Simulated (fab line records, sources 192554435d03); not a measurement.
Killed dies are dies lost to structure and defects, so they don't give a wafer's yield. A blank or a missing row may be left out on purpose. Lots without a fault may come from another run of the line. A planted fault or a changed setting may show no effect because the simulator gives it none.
Chamber matching | flow n5_finfet | N5_SDB_ETCH_17 on rie_diel-06: 4 sister chambers
The step etches SiARC in CF4, target depth 23.4 nm, time 39 s. 4 wafers are shown with their chamber, then 7 later ones without.

WAFERS WITH THEIR CHAMBER
wafer  | chamber | drypump_motor_current_A (A)
L083.5 | 2       | 5.1
L085.3 | 0       | 6.1
L094.2 | 3       | 5.8
L094.3 | 1       | 6.1

WAFERS WITHOUT THEIR CHAMBER
wafer  | drypump_motor_current_A (A)
L094.5 | 6.1
L095.4 | 5.1
L095.5 | 5.8
L095.6 | 6.2
L096.2 | 5.8
L096.3 | 5.1
L096.6 | 5.7

WHICH CHAMBER EACH WENT THROUGH
wafer  | from the rows above     | in truth
L094.5 | can't be placed: 0 or 1 | 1
L095.4 | 2                       | 2
L095.5 | 3                       | 3
L095.6 | can't be placed: 0 or 1 | 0
L096.2 | 3                       | 3
L096.3 | 2                       | 2
L096.6 | 3                       | 3
Placed correctly: 5 of 7. Can't be placed from these rows: 2 (the true chamber is among the candidates in 2). Placed wrongly: 0.
How it was worked out, from the rows above alone: a wafer's distance from a chamber is the root of the sum, over the readings, of the square of ((its reading less the chamber's mean) divided by the reading's scatter). The wafer belongs to the nearest chamber; if the next one is less than 2 further off, it can't be placed. A chamber's mean is the mean of its shown wafers. The scatter: with one shown wafer a chamber, the root of the mean of the squares of how far each hidden wafer lies from its nearest shown one.
